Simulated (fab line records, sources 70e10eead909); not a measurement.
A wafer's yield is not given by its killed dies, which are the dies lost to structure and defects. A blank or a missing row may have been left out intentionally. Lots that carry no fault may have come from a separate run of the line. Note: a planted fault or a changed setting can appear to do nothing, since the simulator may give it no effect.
The tool behind it: which one?    flow nandHarc    24 lots with 72 wafers sampled at 4 steps, on a route of 1159 steps

WHAT THE GAUGES READ, wafer by wafer
NHARC_A_ONON_D1_THK_MEAS_24: measures by ellipsometry. Usual: 1002 nm for thkNm, sd 8.9.
lot   measured      on            thkNm (nm)      flag
L074  day 7 17:23   filmMetro-01  1006 1005 1005  
L075  day 8 11:05   filmMetro-01  993 994 993     
L076  day 8 11:05   filmMetro-02  993 992 995     
L077  day 8 17:22   filmMetro-01  991 994 993     
L080  day 8 17:22   filmMetro-02  998 1000 998    
L079  day 8 20:51   filmMetro-02  1013 1013 1012  
L078  day 9 01:57   filmMetro-02  1014 1016 1017  
L081  day 9 20:23   filmMetro-01  978 979 977     
L082  day 10 06:48  filmMetro-01  1000 1001 1001  
L083  day 10 06:46  filmMetro-02  1003 1002 1003  
L084  day 10 13:52  filmMetro-01  1003 1002 1004  
L085  day 10 22:45  filmMetro-02  1004 1003 1002  
L088  day 11 05:53  filmMetro-02  999 1000 999    
L086  day 11 05:32  filmMetro-02  1010 1011 1012  
L087  day 11 05:40  filmMetro-01  994 994 994     
L089  day 12 01:25  filmMetro-02  1005 1004 1005  
L090  day 12 01:34  filmMetro-01  1010 1010 1010  
L092  day 12 12:17  filmMetro-01  999 1003 1003   
L091  day 12 12:17  filmMetro-02  1006 1006 1006  
L095  day 13 02:55  filmMetro-02  1006 1009 1007  
L094  day 13 02:55  filmMetro-01  1006 1007 1006  
L093  day 13 08:17  filmMetro-01  988 989 989     
L096  day 13 08:18  filmMetro-02  992 989 993     
L097  day 13 21:27  filmMetro-02  1015 1014 1015  

NHARC_A_ONON_D1_THK_MEAS_27: measures by ellipsometry. Usual: 1003 nm for thkNm, sd 7.4.
lot   measured      on            thkNm (nm)      flag
L074  day 7 17:57   filmMetro-02  1000 1000 999   
L075  day 8 11:40   filmMetro-01  1014 1013 1014  
L076  day 8 11:38   filmMetro-02  1001 1003 1001  
L077  day 8 17:57   filmMetro-01  1002 1001 1002  
L080  day 8 17:58   filmMetro-02  1015 1016 1017  
L079  day 8 21:25   filmMetro-02  994 994 995     
L078  day 9 02:31   filmMetro-01  1003 1003 1003  
L081  day 9 20:58   filmMetro-02  1002 1004 1001  
L082  day 10 07:22  filmMetro-02  1000 1000 1000  
L083  day 10 07:20  filmMetro-02  992 993 991     
L084  day 10 14:26  filmMetro-02  1002 1002 1002  
L085  day 10 23:19  filmMetro-02  1010 1011 1009  
L088  day 11 06:28  filmMetro-02  996 995 995     
L086  day 11 06:08  filmMetro-02  993 995 996     
L087  day 11 06:14  filmMetro-01  992 994 994     
L089  day 12 01:59  filmMetro-01  996 996 996     
L090  day 12 02:09  filmMetro-01  1014 1012 1012  
L092  day 12 12:51  filmMetro-02  1007 1006 1007  
L091  day 12 12:52  filmMetro-01  1008 1007 1007  
L095  day 13 03:29  filmMetro-02  995 996 996     
L094  day 13 03:29  filmMetro-01  1000 1002 1001  
L093  day 13 08:52  filmMetro-02  1004 1004 1005  
L096  day 13 09:09  filmMetro-01  1019 1020 1019  
L097  day 13 22:01  filmMetro-02  1008 1007 1008  

NHARC_A_CHANNEL_HOLE_D1_OVL_MEAS_11. Usual: overlayXNm 0.1 nm, standard deviation 1; overlayYNm 0.0 nm, standard deviation 0.96.
lot   measured      on          overlayXNm (nm)  overlayYNm (nm)  flag
L074  day 7 22:34   overlay-01  1.1 1.7 1.2      1.7 0.8 1.1      
L075  day 8 17:34   overlay-02  0.3 0.7 0.5      0.0 0.0 0.0      
L076  day 8 15:39   overlay-01  -0.8 -1.0 -0.8   0.9 1.1 0.2      
L077  day 8 21:46   overlay-02  0.6 0.7 0.4      -1.5 -1.1 -1.7   
L080  day 8 22:04   overlay-02  0.7 1.0 1.3      -0.4 -0.2 -0.3   
L079  day 9 02:40   overlay-01  0.1 0.1 -0.2     -0.1 -0.7 -0.9   
L078  day 9 06:32   overlay-01  -1.5 -1.5 -0.4   0.7 0.0 0.5      
L081  day 10 00:53  overlay-02  1.5 1.3 1.4      1.1 1.1 1.1      
L082  day 10 11:34  overlay-02  0.4 -0.1 0.2     0.4 0.0 0.2      
L083  day 10 11:11  overlay-02  0.0 0.0 -0.2     0.9 1.3 0.8      
L084  day 10 19:26  overlay-01  0.7 0.8 1.0      -1.4 0.1 -0.4    
L085  day 11 03:36  overlay-02  -1.5 -2.0 -1.7   0.5 0.5 0.9      
L088  day 11 10:44  overlay-02  0.0 0.2 -0.3     0.8 1.3 1.1      
L086  day 11 10:08  overlay-01  -0.5 -0.1 0.2    -0.2 0.0 -0.1    
L087  day 11 10:25  overlay-02  -0.7 -0.8 -1.4   0.7 -0.3 0.6     
L089  day 12 06:16  overlay-01  -2.0 -1.7 -1.5   -0.2 -0.7 -0.4   
L090  day 12 06:29  overlay-01  -0.7 -0.3 -1.2   1.2 0.9 1.6      
L092  day 12 19:38  overlay-01  -0.8 -0.8 -0.4   -0.6 -1.3 -1.3   
L091  day 12 19:50  overlay-02  2.2 2.1 1.7      -1.1 -2.2 -1.8   
L095  day 13 08:05  overlay-01  1.8 1.3 1.0      -1.1 -1.4 -1.0   
L094  day 13 07:25  overlay-01  1.0 0.5 0.7      -0.7 -0.6 -1.0   
L093  day 13 16:00  overlay-02  -0.3 0.7 0.1     0.6 0.1 0.8      
L096  day 13 16:29  overlay-02  0.7 0.5 -0.1     -1.8 -1.7 -1.8   
L097  day 14 02:08  overlay-02  0.1 -0.6 -0.1    0.7 1.3 1.0      

WHICH TOOL RAN EACH LOT (tool, then ch and the chambers of the sampled wafers, then the start)
lot   NHARC_P_BONDPAD_PVD_27
L074  pvdSputter-03, day 7 17:23 or earlier
L075  pvdSputter-01, day 8 11:05 or earlier
L076  pvdSputter-01, day 8 11:05 or earlier
L077  pvdSputter-01, day 8 17:22 or earlier
L080  pvdSputter-02, day 8 17:22 or earlier
L079  pvdSputter-02, day 8 20:51 or earlier
L078  pvdSputter-02, day 9 01:57 or earlier
L081  pvdSputter-03, day 9 20:23 or earlier
L082  pvdSputter-03, day 10 06:48 or earlier
L083  pvdSputter-03, day 10 06:46 or earlier
L084  pvdSputter-02, day 10 13:52 or earlier
L085  pvdSputter-03, day 10 22:45 or earlier
L088  pvdSputter-01, day 11 05:53 or earlier
L086  pvdSputter-02, day 11 05:32 or earlier
L087  pvdSputter-03, day 11 05:40 or earlier
L089  pvdSputter-02, day 12 01:25 or earlier
L090  pvdSputter-01, day 12 01:34 or earlier
L092  pvdSputter-02, day 12 12:17 or earlier
L091  pvdSputter-02, day 12 12:17 or earlier
L095  pvdSputter-03, day 13 02:55 or earlier
L094  pvdSputter-01, day 13 02:55 or earlier
L093  pvdSputter-01, day 13 08:17 or earlier
L096  pvdSputter-03, day 13 08:18 or earlier
L097  pvdSputter-01, day 13 21:27 or earlier
- NHARC_P_BONDPAD_PVD_27: deposits Cu, target thk 30 nm, time 20.49 s.

AS READ BY THE TOOLS THEMSELVES (means over the sampled wafers that have a number; for cases with no such wafer, the mark the record gives instead)
NHARC_P_BONDPAD_PVD_27. Usual: 29.8 % for throttleValvePct, sd 0.99.
lot   tool           throttleValvePct (%)  flag
L074  pvdSputter-03  29.0                  
L075  pvdSputter-01  30.0                  
L076  pvdSputter-01  30.0                  
L077  pvdSputter-01  29.9                  
L080  pvdSputter-02  31.2                  
L079  pvdSputter-02  30.3                  
L078  pvdSputter-02  29.5                  
L081  pvdSputter-03  29.1                  
L082  pvdSputter-03  29.7                  
L083  pvdSputter-03  29.0                  
L084  pvdSputter-02  29.6                  
L085  pvdSputter-03  29.8                  
L088  pvdSputter-01  29.8                  
L086  pvdSputter-02  30.6                  
L087  pvdSputter-03  29.0                  
L089  pvdSputter-02  29.8                  
L090  pvdSputter-01  29.9                  
L092  pvdSputter-02  29.8                  
L091  pvdSputter-02  29.0                  
L095  pvdSputter-03  29.6                  
L094  pvdSputter-01  29.7                  
L093  pvdSputter-01  30.2                  
L096  pvdSputter-03  29.6                  
L097  pvdSputter-01  29.8                  

THE ANSWER, worked out from the rows above alone
Rule: a lot counts as off when the mean over its wafers that have a number is more than 3 standard deviations away from the usual mean. Also off: a lot with no number at a reading for which 4 or more lots have one. All remaining lots with rows at the step are treated as sound. First the gauges in route order, then the tools' own readings, where a lot's mean is used as printed above. At the first step where some lot is off, the reading lying furthest off is the one used; lots without a number count as furthest.
No lot is off on any of the readings shown, so nothing can be concluded from this.

WHAT THE SIMULATOR HAD PUT IN
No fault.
